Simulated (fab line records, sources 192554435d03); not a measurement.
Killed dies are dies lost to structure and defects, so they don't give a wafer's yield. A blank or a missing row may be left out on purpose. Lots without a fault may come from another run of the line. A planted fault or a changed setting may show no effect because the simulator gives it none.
Which tool did it? | flow n5_finfet | 11 lots, 33 wafers sampled, at 4 steps of a route of 1938

WHAT THE GAUGES READ, wafer by wafer
N5_BEOL_M11_CD_MEAS_28: target cd 70 nm. Usual: cd_nm 71.4 nm, standard deviation 1.3.
lot  | measured     | on        | cd_nm (nm)     | flag
L969 | day 10 09:06 | cd_sem-02 | 73.1 73.1 70.8 |
L970 | day 10 21:40 | cd_sem-03 | 70.7 72.0 70.4 |
L971 | day 11 09:13 | cd_sem-01 | 71.1 70.8 70.0 |
L974 | day 11 20:29 | cd_sem-02 | 72.8 73.5 70.4 |
L973 | day 12 04:54 | cd_sem-01 | 73.1 72.0 72.0 |
L976 | day 12 16:50 | cd_sem-02 | 70.9 71.8 68.1 |
L977 | day 12 20:55 | cd_sem-03 | 73.4 72.9 70.4 |
L979 | day 13 03:53 | cd_sem-03 | 69.5 72.2 70.8 |
L978 | day 13 14:33 | cd_sem-02 | 72.8 71.0 72.9 |
L989 | day 16 05:29 | cd_sem-01 | 70.1 70.0 71.4 |
L990 | day 16 13:22 | cd_sem-01 | 72.6 70.3 70.2 |

N5_BEOL_M11_RS_MEAS_57: measures by four-point-probe. Usual: M11_RS 0.151 ohm/sq, standard deviation 0.0045.
lot  | measured     | on            | M11_RS (ohm/sq)   | flag
L969 | day 10 12:21 | film_metro-02 | 0.150 0.157 0.159 |
L970 | day 11 01:07 | film_metro-01 | 0.151 0.152 0.157 |
L971 | day 11 14:55 | film_metro-01 | 0.159 0.158 0.157 |
L974 | day 11 23:53 | film_metro-01 | 0.147 0.155 0.154 |
L973 | day 12 10:25 | film_metro-01 | 0.156 0.157 0.160 |
L976 | day 12 20:16 | film_metro-01 | 0.150 0.147 0.148 |
L977 | day 13 01:18 | film_metro-01 | 0.151 0.146 0.148 |
L979 | day 13 07:28 | film_metro-01 | 0.156 0.156 0.158 |
L978 | day 13 17:50 | film_metro-01 | 0.148 0.149 0.156 |
L989 | day 16 10:14 | film_metro-01 | 0.153 0.149 0.154 |
L990 | day 16 16:51 | film_metro-01 | 0.148 0.152 0.143 |

WHICH TOOL RAN EACH LOT (tool, then ch and the chambers of the sampled wafers, then the start)
lot  | N5_BEOL_M11_STRIP_36               | N5_BEOL_M11_CVD_75
L969 | rie_diel-01 ch 0,1,2, day 10 09:28 | cvd_co-02 ch 0,2, day 10 11:11
L970 | rie_diel-01 ch 0,1,3, day 10 22:11 | cvd_co-01 ch 0,1, day 10 23:43
L971 | rie_diel-01 ch 0,2, day 11 09:38   | cvd_co-02 ch 0,1,2, day 11 11:42
L974 | rie_diel-01 ch 0,1,2, day 11 20:50 | cvd_co-01 ch 0,1, day 11 22:25
L973 | rie_diel-03 ch 0,1,3, day 12 05:36 | cvd_co-01 ch 0,1,2, day 12 08:34
L976 | rie_diel-06 ch 0,3, day 12 17:12   | cvd_co-02 ch 1,2, day 12 18:42
L977 | rie_diel-06 ch 0,3, day 12 21:16   | cvd_co-02 ch 0,1, day 12 22:43
L979 | rie_diel-03 ch 1,2, day 13 04:14   | cvd_co-02 ch 0,1, day 13 05:37
L978 | rie_diel-06 ch 0,1, day 13 15:04   | cvd_co-02 ch 0,1,2, day 13 16:37
L989 | rie_diel-03 ch 0,1,3, day 16 06:10 | cvd_co-01 ch 1,2, day 16 08:55
L990 | rie_diel-06 ch 0,3, day 16 13:44   | cvd_co-01 ch 0,2, day 16 15:31
- N5_BEOL_M11_STRIP_36: strips in N2/H2.
- N5_BEOL_M11_CVD_75: deposits Co from CCTBA/H2, target thk 2 nm, time 138.9 s.

WHAT THE TOOLS THEMSELVES READ (means of the sampled wafers that have a number; where no wafer has one, the mark that the record gives instead)
N5_BEOL_M11_STRIP_36. Usual: drypump_motor_current_A 5.9 A, standard deviation 0.46; oes_product_au 0.78 a.u., standard deviation 0.097; rf_vpp_V 59.2 V, standard deviation 1.7; showerhead_plenum_p_Torr 2.52 Torr, standard deviation 0.11; throttle_valve_pct 23.7 %, standard deviation 0.33.
lot  | tool        | drypump_motor_current_A (A) | oes_product_au (a.u.) | rf_vpp_V (V) | showerhead_plenum_p_Torr (Torr) | throttle_valve_pct (%) | flag
L969 | rie_diel-01 | 5.5                         | 0.78                  | 58.1         | 2.57                            | 23.7                   |
L970 | rie_diel-01 | 5.4                         | 0.79                  | 58.3         | 2.55                            | 24.0                   |
L971 | rie_diel-01 | 5.5                         | 0.69                  | 58.0         | 2.55                            | 23.9                   |
L974 | rie_diel-01 | 5.5                         | 0.76                  | 60.0         | 2.57                            | 23.8                   |
L973 | rie_diel-03 | 6.1                         | 0.71                  | 58.0         | 2.50                            | 23.8                   |
L976 | rie_diel-06 | 6.1                         | 0.73                  | 57.5         | 2.36                            | 23.5                   |
L977 | rie_diel-06 | 6.1                         | 0.74                  | 58.3         | 2.36                            | 23.4                   |
L979 | rie_diel-03 | 6.4                         | 0.67                  | 58.0         | 2.54                            | 23.6                   |
L978 | rie_diel-06 | 6.5                         | 0.76                  | 59.8         | 2.51                            | 23.4                   |
L989 | rie_diel-03 | 6.2                         | 0.70                  | 59.7         | 2.48                            | 23.8                   |
L990 | rie_diel-06 | 6.1                         | 0.73                  | 60.1         | 2.35                            | 23.5                   |

N5_BEOL_M11_CVD_75. Usual: chamber_pressure_Torr 30.01 Torr, standard deviation 0.072; run_length_s 162.0 s, standard deviation 0.58.
lot  | tool      | chamber_pressure_Torr (Torr) | run_length_s (s) | flag
L969 | cvd_co-02 | 29.97                        | 162.4            |
L970 | cvd_co-01 | 30.00                        | 162.2            |
L971 | cvd_co-02 | 30.02                        | 161.8            |
L974 | cvd_co-01 | 30.01                        | 162.2            |
L973 | cvd_co-01 | 30.00                        | 161.6            |
L976 | cvd_co-02 | 30.00                        | 161.8            |
L977 | cvd_co-02 | 29.97                        | 162.2            |
L979 | cvd_co-02 | 29.97                        | 150.6            | OFF
L978 | cvd_co-02 | 30.01                        | 150.9            | OFF
L989 | cvd_co-01 | 29.97                        | 161.6            |
L990 | cvd_co-01 | 30.00                        | 161.6            |

THE ANSWER, worked out from the rows above alone
Rule: a lot is off if the mean of its wafers that have a number lies more than 3 standard deviations from the usual mean. A lot without any number at a reading at which 4 lots or more have one is off too. The other lots that the step has rows for count as sound. The gauges are gone through in route order, then the tools' own readings, and for those a lot's mean is taken as printed above. The first step at which some lot is off is used, and at that step the reading that is off furthest; a lot without a number counts as furthest.
Off: L979, L978, at N5_BEOL_M11_CVD_75 (run_length_s).
A tool fits if, at that step or a process step before it, it ran every lot that is off, and no sound lot after the first of them. One fits: cvd_co-02 at N5_BEOL_M11_CVD_75. Its last sound lot is L977 (day 12 22:43), its first lot that is off L979 (day 13 05:37): a fault that began between those two fits.
The tool's own readings at N5_BEOL_M11_CVD_75 bear it out: on the lots that are off they differ by more than 5 times the standard deviation of the sound lots' means. run_length_s reads 150.8 s there against 161.9 s on the sound lots.

WHAT THE SIMULATOR HAD PUT IN
Process parameter drift: cvd_co-02, from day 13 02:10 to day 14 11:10, at N5_BEOL_M11_CVD_75. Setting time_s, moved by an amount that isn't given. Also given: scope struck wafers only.
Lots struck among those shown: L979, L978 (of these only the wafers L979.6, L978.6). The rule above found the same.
